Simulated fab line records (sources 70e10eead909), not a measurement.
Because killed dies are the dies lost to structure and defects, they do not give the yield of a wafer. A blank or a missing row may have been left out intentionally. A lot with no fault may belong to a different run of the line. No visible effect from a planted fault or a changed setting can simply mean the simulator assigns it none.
Matching of chambers    flow nand-harc    4 sister chambers for NHARC_A_BONDPAD_STRIP_15 on rie-diel-09
The step strips in O2. 4 wafers are shown with their chamber, then 7 later ones without.

WAFERS, EACH WITH ITS CHAMBER
wafer   chamber  drypump-motor-current-A (A)
L322.4  1        6.0
L328.3  0        5.8
L329.3  3        5.5
L329.5  2        5.6

WAFERS WITH NO CHAMBER GIVEN
wafer   drypump-motor-current-A (A)
L329.6  5.5
L339.2  5.8
L339.3  5.5
L339.6  5.9
L340.1  5.6
L340.2  5.9
L340.4  5.8

WHICH CHAMBER EACH ONE RAN IN
wafer   from the rows above      in truth
L329.6  can't be placed: 3 or 2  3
L339.2  0                        0
L339.3  can't be placed: 3 or 2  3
L339.6  can't be placed: 1 or 0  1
L340.1  can't be placed: 2 or 3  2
L340.2  can't be placed: 1 or 0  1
L340.4  0                        0
Placed correctly: 2 of 7. Cannot be placed on the basis of these rows: 5; the candidates contain the true chamber in 5. Placed wrongly: 0.
How it was worked out, from the rows above alone: a wafer's distance from a chamber is the root of the sum, over the readings, of the square of ((its reading less the chamber's mean) divided by the reading's scatter). If the next closest chamber is less than 2 further off than the closest, the wafer can't be placed; otherwise it belongs to the closest. A chamber's mean is the mean of its shown wafers. The scatter: root of mean squared gap, hidden wafer to nearest shown wafer, with one shown wafer a chamber.
